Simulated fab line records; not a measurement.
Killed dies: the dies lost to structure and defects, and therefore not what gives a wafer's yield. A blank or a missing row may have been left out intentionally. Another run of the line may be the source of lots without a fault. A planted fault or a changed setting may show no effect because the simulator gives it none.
fab line records	flow n5_finfet	part 1 of 2: steps 1 to 15 of 16
[record] lots = 7	wafers = 20	last_day = 17
route steps=1938 shown PMOS_HMC_CHANNEL_EPI@61 BEOL_M4@1111 PASSIVATION@1936
lots untouched by any fault: they come from a run of this same line in which no faults occurred
start_h: the number of hours between the record's first day and the start of the first shown wafer of the lot	wait_h: time in hours since the lot's previous step	" unchanged from the row above	L1.1+2: one row covering several wafers at once	- no value, or no start was given	* or withheld: withheld	< > ~ a bound
route shown NAME@n: names a module that has steps shown in the file, with the first one's number in the route	usual: mean and standard deviation over wafers with no fault	same: alike in all rows	chamber/n: place in a boat	sites: per-site readings	_std_site: the values' standard deviation	_edge_site: the outer-site mean with the inner-site mean subtracted	radius_mm: for every site, how far away it sits from the centre of the wafer	mask NAME#n: copy n	behind: the last tool/chamber to shape the wafer	hold: the reason the lot was held/the length of the hold in hours/how it ended	device: names the non-switching transistor (n, p or np)	end of line: at the end of the route, the tests of the same wafers	where a step has no rows: the recipe by itself	killed: the dies lost at the first sort to structure and to defects; this is not the yield of the wafer	map: per-die view of a wafer (x killed, . not killed, _ where there is no die)
set.NAME: the setting that was run; set.NAME@STEP: the one run at that earlier step	model.NAME: the simulator's own value behind a step, which no gauge read
certain route steps with their lots: each step a table, each wafer a row
services: when a tool's chamber went out of use (start_h, in hours from the record's first day, below 0 if earlier), for how many hours, and the reason
[[steps]]
[step N5_PMOS_HMC_CHANNEL_EPI_SOFTBAKE_04]
[recipe] temp_c = 110	time_s = 60	resist = CAR-ArF-block
[step N5_PMOS_HMC_CHANNEL_EPI_EXPOSE_06]
[recipe] mask_id = PMOS_HMC_BLK	na = 1.35	source_shape = conventional	sigma_outer = 0.8	polarization = unpolarized	target_cd_nm = 240	dose_mj = 41
[step N5_PMOS_HMC_CHANNEL_EPI_PEB_07]
[recipe] peb_temp_c = 110	peb_time_s = 60	resist = CAR-ArF-block
[step N5_PMOS_HMC_CHANNEL_EPI_DEVELOP_08]
[recipe] develop_time_s = 30	developer = TMAH	resist = CAR-ArF-block	dev_temp_c = 23	rinse_liquid = diw	dry = air_spin
[step N5_PMOS_HMC_CHANNEL_EPI_CD_MEAS_09]
[recipe] target_cd_nm = 237.4	landing_energy_ev = 500	detector = se_inlens
[usual] cd_nm = 237.0/0.81
lot.wafer	tool	chamber	start_h	wait_h	cd_nm
L610.1	cd_sem-01	0	59.12	-	236.4
L610.3	"	0	"	"	236.6
L610.6	"	0	"	"	237.1
L614.1	cd_sem-01	0	84.11	-	237.6
L614.3	"	0	"	"	237.1
L614.6	"	0	"	"	237.3
L616.1	cd_sem-01	0	96.25	-	238.1
L616.5	"	0	"	"	237.4
L616.6	"	0	"	"	237.4
L618.2	cd_sem-02	0	107.35	-	236.5
L618.5	"	0	"	"	236.6
L618.6	"	0	"	"	237.8
L620.3	cd_sem-01	0	125.16	-	237.0
L620.4	"	0	"	"	235.9
L620.6	"	0	"	"	236.3
L621.2	cd_sem-02	0	125.79	-	236.4
L621.6	"	0	"	"	237.1
L626.3	cd_sem-01	0	155.21	-	236.4
L626.5	"	0	"	"	236.0
L626.6	"	0	"	"	237.1
[step N5_PMOS_HMC_CHANNEL_EPI_OVL_MEAS_10]
[recipe] points_per_wafer = 44
[usual] PMOS_HMC_BLK_OVL = -0.5/0.77
lot.wafer	tool	chamber	start_h	wait_h	PMOS_HMC_BLK_OVL[nm]
L610.1	overlay-01	0	59.15	0.0	0.5
L610.3	"	0	"	"	0.4
L610.6	"	0	"	"	-0.5
L614.1	overlay-02	0	84.14	0.0	-1.3
L614.3	"	0	"	"	-0.3
L614.6	"	0	"	"	-1.7
L616.1	overlay-01	0	96.28	0.0	0.8
L616.5	"	0	"	"	-0.1
L616.6	"	0	"	"	0.4
L618.2	overlay-02	0	107.38	0.0	-0.2
L618.5	"	0	"	"	-1.3
L618.6	"	0	"	"	-1.0
L620.3	overlay-02	0	125.19	0.0	-0.4
L620.4	"	0	"	"	-0.3
L620.6	"	0	"	"	-0.6
L621.2	overlay-01	0	125.82	0.0	-0.2
L621.6	"	0	"	"	-1.2
L626.3	overlay-01	0	155.24	0.0	1.0
L626.5	"	0	"	"	0.1
L626.6	"	0	"	"	-1.7
[step N5_PMOS_HMC_CHANNEL_EPI_INSPECT_11]
[recipe] mode = adi	inspect_instrument = macro
[usual] raw_defect_count = 1.9/1.2
lot.wafer	tool	chamber	start_h	wait_h	raw_defect_count
L610.1	defect_inspect-02	-	59.17	0.0	2
L610.3	"	-	"	"	0
L610.6	"	-	"	"	2
L614.1	defect_inspect-02	-	84.17	0.0	1
L614.3	"	-	"	"	2
L614.6	"	-	"	"	2
L616.1	defect_inspect-02	-	96.30	0.0	1
L616.5	"	-	"	"	3
L616.6	"	-	"	"	1
L618.2	defect_inspect-01	-	107.40	0.0	1
L618.5	"	-	"	"	1
L618.6	"	-	"	"	1
L620.3	defect_inspect-01	-	125.22	0.0	1
L620.4	"	-	"	"	0
L620.6	"	-	"	"	1
L621.2	defect_inspect-02	-	125.84	0.0	2
L621.6	"	-	"	"	2
L626.3	defect_inspect-01	-	155.26	0.0	0
L626.5	"	-	"	"	3
L626.6	"	-	"	"	4
[step N5_PMOS_HMC_CHANNEL_EPI_DESCUM_14]
[recipe] chemistry = O2	time_s = 7.9	source_power_w = 50	bias_power_w = 20	pressure_mtorr = 20	rf_frequency_hz = 2.712e+07	temp_c = 40	resist = CAR-ArF-block	o2_flow_sccm = 225
[usual] drypump_motor_current_A = 5.7/0.51	oes_product_au = 0.76/0.067	rf_vpp_V = 243.1/1.5	showerhead_plenum_p_Torr = 2.09/0.079	throttle_valve_pct = 20.51/0.2
lot.wafer	tool	chamber	start_h	wait_h	drypump_motor_current_A	oes_product_au	rf_hours_counter_h	rf_vpp_V	showerhead_plenum_p_Torr	throttle_valve_pct
L610.1	rie_diel-02	3	59.21	0.0	6.6	0.69	223	245.1	2.17	20.48
L610.3	"	2	"	"	5.1	0.84	53	241.8	2.04	20.29
L610.6	"	2	"	"	5.1	0.84	-	240.8	2.04	20.30
L614.1	rie_diel-02	0	84.29	0.1	5.1	0.69	241	241.6	1.97	20.90
L614.3	"	1	"	"	5.5	0.78	126	246.1	2.19	20.48
L614.6	"	3	"	"	6.6	0.69	-	243.2	2.16	20.50
L616.1	rie_diel-02	2	96.33	0.0	5.1	0.83	64	243.0	2.04	20.30
L616.5	"	1	"	"	5.5	0.77	-	244.3	2.19	20.49
L616.6	"	0	"	"	5.1	0.69	-	242.3	1.96	20.91
L618.2	rie_diel-05	1	107.43	0.0	5.8	0.77	155	244.8	2.18	20.58
L618.5	"	2	"	"	5.4	0.75	-	243.5	2.09	20.69
L618.6	"	1	"	"	5.8	0.76	-	244.6	2.18	20.59
L620.3	rie_diel-06	3	125.25	0.0	6.6	0.85	63	242.1	2.04	20.44
L620.4	"	0	"	"	5.7	0.89	25	243.6	2.13	19.98
L620.6	"	2	"	"	6.5	0.78	-	243.7	2.10	20.49
L621.2	rie_diel-05	0	126.11	0.3	5.6	0.70	243	242.1	2.07	20.42
L621.6	"	1	"	"	5.8	0.76	-	244.1	2.18	20.59
L626.3	rie_diel-05	2	155.31	0.0	5.4	0.74	169	242.8	2.08	20.72
L626.5	"	1	"	"	5.8	0.75	-	243.4	2.18	20.60
L626.6	"	2	"	"	5.4	0.74	-	243.6	2.08	20.73
[step N5_PMOS_HMC_CHANNEL_EPI_ETCH_32]
[recipe] chemistry = N2/H2	target = BARC	stop_on = SiO2	target_depth_a = 858	over_etch_frac = 0.3	time_s = 50.3	ion_energy_ev = 200	mask_material = CAR-ArF-block	pressure_mtorr = 30	source_w = 840	bias_w = 150	n2_flow_sccm = 200	h2_flow_sccm = 200
[usual] bias_w = 149.9/0.47	drypump_motor_current_A = 5.7/0.5	n2_flow_sccm = 199.9/0.59	oes_product_au = 0.65/0.054	rf_vpp_V = 523.8/2.6	showerhead_plenum_p_Torr = 2.54/0.093	throttle_valve_pct = 17.99/0.24
lot.wafer	tool	chamber	start_h	wait_h	bias_w	drypump_motor_current_A	n2_flow_sccm	oes_product_au	rf_hours_counter_h	rf_vpp_V	showerhead_plenum_p_Torr	throttle_valve_pct
L610.1	rie_diel-02	3	59.24	0.0	150.2	6.6	201.2	0.60	223	526.3	2.61	17.82
L610.3	"	2	"	"	149.6	5.1	199.7	0.73	53	521.7	2.48	17.65
L610.6	"	2	"	"	150.4	5.1	200.5	0.73	-	522.3	2.48	17.66
L614.1	rie_diel-02	0	84.33	0.0	149.4	5.1	200.6	0.59	241	520.7	2.41	18.46
L614.3	"	1	"	"	151.2	5.5	199.9	0.67	126	526.7	2.67	18.05
L614.6	"	3	"	"	149.1	6.6	200.1	0.60	-	525.7	2.61	17.83
L616.1	rie_diel-02	2	96.37	0.0	150.0	5.1	200.6	0.72	64	521.5	2.48	17.67
L616.5	"	1	"	"	149.3	5.6	200.9	0.66	-	525.6	2.67	18.04
L616.6	"	0	"	"	149.9	5.1	199.3	0.60	-	519.8	2.40	18.47
L618.2	rie_diel-05	1	107.47	0.0	150.1	5.9	199.9	0.66	155	528.2	2.65	18.12
L618.5	"	2	"	"	150.0	5.4	199.5	0.65	-	523.3	2.54	18.26
L618.6	"	1	"	"	149.1	5.8	199.7	0.66	-	526.4	2.65	18.13
L620.3	rie_diel-06	3	125.28	0.0	150.0	6.5	200.1	0.72	63	522.1	2.48	17.79
L620.4	"	0	"	"	150.1	5.7	200.3	0.75	25	524.4	2.60	17.59
L620.6	"	2	"	"	149.4	6.5	200.2	0.67	-	524.3	2.54	17.80
L621.2	rie_diel-05	0	126.14	0.0	150.0	5.6	200.2	0.60	243	522.6	2.51	17.93
L621.6	"	1	"	"	150.1	5.8	201.2	0.65	-	526.2	2.65	18.16
L626.3	rie_diel-05	2	155.35	0.0	150.5	5.4	200.4	0.64	169	523.2	2.54	18.27
L626.5	"	1	"	"	150.2	5.8	200.3	0.64	-	527.6	2.65	18.16
L626.6	"	2	"	"	150.6	5.4	200.1	0.64	-	523.2	2.54	18.28
[step N5_PMOS_HMC_CHANNEL_EPI_HM_OPEN_15]
[recipe] chemistry = CHF3/O2	target = SiO2	mask_material = CAR-ArF-block	target_depth_a = 406	CHF3_flow_sccm = 50	O2_flow_sccm = 5	Ar_flow_sccm = 200	time_s = 20.3	pressure_mtorr = 30	source_w = 650	bias_w = 170	ion_energy_ev = 200
[usual] bias_w = 169.9/0.55	drypump_motor_current_A = 5.7/0.5	oes_product_au = 0.76/0.067	rf_vpp_V = 521/5.1	showerhead_plenum_p_Torr = 2.41/0.083	throttle_valve_pct = 18.97/0.22
lot.wafer	tool	chamber	start_h	wait_h	bias_w	drypump_motor_current_A	oes_product_au	rf_hours_counter_h	rf_vpp_V	showerhead_plenum_p_Torr	throttle_valve_pct
L610.1	rie_diel-02	3	59.28	0.0	170.5	6.6	0.68	223	525	2.48	18.90
L610.3	"	2	"	"	169.6	5.1	0.84	53	520	2.35	18.71
L610.6	"	2	"	"	169.4	5.1	0.84	-	521	2.35	18.72
L614.1	rie_diel-02	0	84.37	0.0	169.2	5.1	0.70	241	509	2.28	19.48
L614.3	"	1	"	"	170.4	5.5	0.77	126	520	2.51	18.88
L614.6	"	3	"	"	169.1	6.5	0.70	-	526	2.47	18.91
L616.1	rie_diel-02	2	96.41	0.0	169.5	5.1	0.82	64	520	2.35	18.74
L616.5	"	1	"	"	170.2	5.6	0.76	-	519	2.51	18.86
L616.6	"	0	"	"	171.2	5.1	0.68	-	508	2.28	19.48
L618.2	rie_diel-05	1	107.51	0.0	169.9	5.9	0.76	155	518	2.51	19.03
L618.5	"	2	"	"	170.3	5.4	0.76	-	527	2.41	19.21
L618.6	"	1	"	"	169.7	5.9	0.77	-	518	2.51	19.03
L620.3	rie_diel-06	3	125.33	0.0	169.7	6.6	0.85	63	516	2.34	18.83
L620.4	"	0	"	"	170.2	5.7	0.90	25	522	2.46	18.54
L620.6	"	2	"	"	170.0	6.5	0.79	-	525	2.42	18.97
L621.2	rie_diel-05	0	126.19	0.0	169.9	5.6	0.70	243	525	2.37	18.83
L621.6	"	1	"	"	170.7	5.8	0.77	-	518	2.51	19.03
L626.3	rie_diel-05	2	155.39	0.0	169.7	5.4	0.75	169	527	2.41	19.26
L626.5	"	1	"	"	169.6	5.8	0.76	-	518	2.50	19.06
L626.6	"	2	"	"	170.1	5.3	0.75	-	527	2.41	19.26
[step N5_PMOS_HMC_CHANNEL_EPI_STRIP_33]
[recipe] chemistry = N2/H2	power_w = 500	temp_c = 40	pressure_mtorr = 50	rf_frequency_hz = 6e+07	overash_fraction = 0.3	bias_power_w = 8	h2_frac = 0.5	n2_flow_sccm = 300	h2_flow_sccm = 300
[usual] drypump_motor_current_A = 5.7/0.51	n2_flow_sccm = 299.9/0.94	oes_product_au = 0.76/0.068	rf_vpp_V = 54.2/1.6	showerhead_plenum_p_Torr = 3.36/0.12	throttle_valve_pct = 19.1/0.39
lot.wafer	tool	chamber	start_h	wait_h	drypump_motor_current_A	n2_flow_sccm	oes_product_au	rf_hours_counter_h	rf_vpp_V	showerhead_plenum_p_Torr	throttle_valve_pct
L610.1	rie_diel-02	3	59.34	0.0	6.5	299.0	0.69	223	52.6	3.45	18.7
L610.3	"	2	"	"	5.1	298.5	0.84	53	53.9	3.28	18.5
L610.6	"	2	"	"	5.1	299.1	0.84	-	55.3	3.28	18.4
L614.1	rie_diel-02	0	84.43	0.0	5.1	299.9	0.70	241	50.9	3.18	19.4
L614.3	"	1	"	"	5.6	300.6	0.78	126	55.1	3.52	19.4
L614.6	"	3	"	"	6.7	300.2	0.69	-	54.2	3.44	18.8
L616.1	rie_diel-02	2	96.47	0.0	5.1	298.8	0.84	64	57.3	3.28	18.5
L616.5	"	1	"	"	5.5	298.2	0.77	-	54.8	3.52	19.4
L616.6	"	0	"	"	5.1	300.2	0.70	-	52.6	3.18	19.4
L618.2	rie_diel-05	1	107.57	0.0	5.8	299.8	0.76	155	54.8	3.50	19.5
L618.5	"	2	"	"	5.4	300.4	0.76	-	56.8	3.36	19.4
L618.6	"	1	"	"	5.9	299.4	0.77	-	54.6	3.50	19.5
L620.3	rie_diel-06	3	125.38	0.0	6.6	299.7	0.84	63	55.7	3.28	18.7
L620.4	"	0	"	"	5.7	300.7	0.90	25	56.6	3.43	18.7
L620.6	"	2	"	"	6.6	298.9	0.78	-	56.3	3.36	18.6
L621.2	rie_diel-05	0	126.24	0.0	5.6	301.3	0.70	243	54.7	3.31	19.2
L621.6	"	1	"	"	5.9	299.1	0.76	-	50.7	3.49	19.5
L626.3	rie_diel-05	2	155.44	0.0	5.4	299.6	0.75	169	52.5	3.35	19.5
L626.5	"	1	"	"	5.8	300.4	0.75	-	55.0	3.49	19.6
L626.6	"	2	"	"	5.4	300.0	0.76	-	54.7	3.35	19.5
[step N5_PMOS_HMC_CHANNEL_EPI_STRIP_17]
[recipe] chemistry = SPM	time_s = 750	temp_c = 130	h2so4_h2o2_vol_ratio = 4	dry = ipa_marangoni
[step N5_PMOS_HMC_CHANNEL_EPI_ETCH_38]
[recipe] chemistry = CF4	target = SiO2	target_depth_a = 15	ion_energy_ev = 350	pressure_mtorr = 10	icp_w = 800	bias_w = 400	cf4_flow_sccm = 80
[usual] bias_w = 399.9/1.2	cf4_flow_sccm = 80.03/0.26	drypump_motor_current_A = 5.8/0.32	oes_product_au = 0.998/0.018	throttle_valve_pct = 21.85/0.11
lot.wafer	tool	chamber	start_h	wait_h	bias_w	cf4_flow_sccm	drypump_motor_current_A	oes_product_au	rf_hours_counter_h	throttle_valve_pct	model.etch.depth_nm
L610.1	rie_si-05	1	59.64	0.0	399.3	80.04	5.3	1.029	149	21.77	1.484
L610.3	"	3	"	"	400.6	80.26	5.6	0.987	187	21.85	1.488
L610.6	"	1	"	"	400.0	79.91	5.3	1.018	-	21.78	1.483
L614.1	rie_si-01	0	84.73	0.0	399.7	80.31	6.0	0.979	53	21.75	1.517
L614.3	"	2	"	"	400.3	80.37	5.5	0.974	159	22.00	1.497
L614.6	"	2	"	"	400.2	80.24	5.5	0.961	-	22.00	1.5
L616.1	rie_si-05	0	96.79	0.0	400.0	80.20	6.0	0.986	125	21.94	1.464
L616.5	"	1	"	"	398.4	79.53	5.3	1.030	-	21.78	1.491
L616.6	"	0	"	"	398.6	80.38	5.9	0.834	-	21.89	1.111
L618.2	rie_si-01	3	107.87	0.0	400.1	79.98	6.0	0.981	101	21.61	1.517
L618.5	"	3	"	"	399.1	80.05	6.0	0.965	-	21.61	1.502
L618.6	"	0	"	"	398.7	80.19	6.0	0.993	-	21.75	1.536
L620.3	rie_si-05	1	125.69	0.0	399.4	80.15	5.3	0.867	150	21.72	1.128
L620.4	"	0	"	"	399.3	79.93	5.9	0.987	126	21.93	1.466
L620.6	"	1	"	"	398.6	79.96	5.2	0.864	-	21.73	1.12
L621.2	rie_si-05	3	126.54	0.0	399.5	79.72	5.7	1.001	189	21.87	1.508
L621.6	"	2	"	"	401.8	79.87	5.5	0.846	-	21.69	1.132
L626.3	rie_si-01	3	155.77	0.0	398.4	80.22	6.0	0.969	101	21.62	1.505
L626.5	"	2	"	"	400.8	79.99	5.4	0.965	-	22.00	1.512
L626.6	"	1	"	"	400.4	79.88	6.3	1.014	-	21.95	1.518
[step N5_PMOS_HMC_CHANNEL_EPI_FIN_RECESS_16]
[recipe] chemistry = HBr/Cl2	target = Si	mask_material = SiO2	target_depth_a = 540	time_s = 18	pressure_mtorr = 10	icp_w = 800	bias_w = 75	HBr_flow_sccm = 150	Cl2_flow_sccm = 80
[usual] bias_w = 74.99/0.22	drypump_motor_current_A = 5.8/0.33	oes_product_au = 0.996/0.02	throttle_valve_pct = 35.53/0.17
lot.wafer	tool	chamber	start_h	wait_h	bias_w	drypump_motor_current_A	oes_product_au	rf_hours_counter_h	throttle_valve_pct
L610.1	rie_si-05	1	59.66	0.0	74.82	5.3	1.029	149	35.38
L610.3	"	3	"	"	75.36	5.7	0.982	187	35.44
L610.6	"	1	"	"	74.75	5.3	1.027	-	35.37
L614.1	rie_si-01	0	84.75	0.0	75.02	6.0	0.982	53	35.45
L614.3	"	2	"	"	74.68	5.4	0.971	159	35.79
L614.6	"	2	"	"	75.01	5.4	0.959	-	35.77
L616.1	rie_si-05	0	96.81	0.0	74.81	5.9	1.004	125	35.60
L616.5	"	1	"	"	74.91	5.3	1.029	-	35.36
L616.6	"	0	"	"	74.88	6.0	0.997	-	35.61
L618.2	rie_si-01	3	107.89	0.0	75.21	6.0	0.975	101	35.30
L618.5	"	3	"	"	75.17	6.0	0.968	-	35.30
L618.6	"	0	"	"	74.69	6.0	0.986	-	35.44
L620.3	rie_si-05	1	125.71	0.0	75.21	5.3	1.032	150	35.38
L620.4	"	0	"	"	74.71	6.0	0.989	126	35.61
L620.6	"	1	"	"	75.51	5.3	1.032	-	35.38
L621.2	rie_si-05	3	126.56	0.0	75.14	5.7	0.987	189	35.44
L621.6	"	2	"	"	74.84	5.5	0.997	-	35.31
L626.3	rie_si-01	3	155.79	0.0	75.07	6.0	0.980	101	35.31
L626.5	"	2	"	"	74.99	5.4	0.959	-	35.79
L626.6	"	1	"	"	75.11	6.3	1.000	-	35.49
[step N5_BEOL_M4_RC_MEAS_101]
[usual] DIBL_N = 36.3/1.2	DIBL_P = 36.7/1.5	IOFF_N = 0.164/0.02	IOFF_P = 0.214/0.024	ION_N = 673/8.5	ION_P = 461/5.9	SS_N = 71.6/0.44	SS_P = 73.3/0.55	VT_N = 249.4/2.4	VT_P = -250.0/2.3
lot.wafer	tool	chamber	start_h	wait_h	DIBL_N[mV/V]	DIBL_P[mV/V]	IOFF_N[nA/um]	IOFF_P[nA/um]	ION_N[uA/um]	ION_P[uA/um]	SS_N[mV/dec]	SS_P[mV/dec]	VT_N[mV]	VT_P[mV]
L610.1	prober-02	0	225.24	0.0	36.0	37.4	0.166	0.229	679	463	72.2	74.2	249.7	-249.9
L610.3	"	0	"	"	35.3	35.4	0.146	0.194	658	452	71.1	73.0	253.7	-250.4
L610.6	"	0	"	"	35.4	36.6	0.150	0.206	672	463	71.9	73.8	250.6	-251.1
L614.1	prober-02	0	233.20	0.0	38.0	38.7	0.196	0.258	672	464	72.0	73.9	248.1	-245.5
L614.3	"	0	"	"	35.6	35.4	0.153	0.209	671	459	72.1	73.8	252.9	-250.9
L614.6	"	0	"	"	36.2	36.1	0.160	0.213	673	462	72.3	74.1	249.9	-250.0
L616.1	prober-02	0	254.03	0.0	37.5	38.8	0.176	0.203	665	453	72.3	73.5	247.6	-253.1
L616.5	"	0	"	"	36.9	37.6	0.158	0.184	666	452	71.1	72.7	251.2	-250.3
L616.6	"	0	"	"	38.7	39.2	0.201	0.215	663	450	72.1	73.4	249.5	-252.6
L618.2	prober-02	0	260.07	0.2	35.0	35.8	0.133	0.198	669	465	71.0	72.8	254.1	-248.2
L618.5	"	0	"	"	35.2	35.6	0.134	0.196	664	460	70.6	72.4	251.3	-249.8
L618.6	"	0	"	"	37.1	38.4	0.170	0.239	672	465	72.0	74.3	252.0	-244.9
L621.2	prober-01	0	281.12	0.2	35.2	37.4	0.164	0.210	682	464	71.4	72.5	247.2	-249.2
L621.6	"	0	"	"	34.3	36.2	0.150	0.189	668	453	71.1	72.4	249.9	-252.0
L620.3	prober-02	0	283.15	0.3	36.9	38.5	0.214	0.250	692	473	72.3	74.0	243.5	-248.5
L620.4	"	0	"	"	36.1	36.1	0.174	0.210	674	466	72.0	73.3	249.3	-251.5
L620.6	"	0	"	"	36.5	37.8	0.187	0.233	680	459	71.7	73.5	244.2	-249.7
L626.3	prober-02	0	307.49	0.3	37.3	39.5	0.178	0.237	679	466	71.8	73.9	250.1	-250.4
L626.5	"	0	"	"	38.1	40.5	0.196	0.242	682	467	72.0	74.5	247.9	-249.3
L626.6	"	0	"	"	36.9	39.9	0.183	0.241	688	469	71.3	73.9	247.6	-249.9
[[key]]
[first_sign] step = N5_PMOS_HMC_CHANNEL_EPI_ETCH_38	reading = oes_product_au	direction = down	sigmas = 7.9	usual = 0.998	struck = 0.853
effect none on later readings
[model_effect] step = N5_PMOS_HMC_CHANNEL_EPI_ETCH_38	value = etch.depth_nm	without = 1.483	struck = 1.123
met_at N5_PMOS_HMC_CHANNEL_EPI_ETCH_38
struck_wafers L616.6,L620.3,L620.6,L621.6
onset_between 59.64 96.79
[fault] kind = process_parameter_drift	tool = rie_si-05	chamber = -	onset_h = 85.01	steps = N5_PMOS_HMC_CHANNEL_EPI_ETCH_38	channel = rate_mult	offset = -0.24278	shape = step	end_h = 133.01	scope = struck_wafers_only
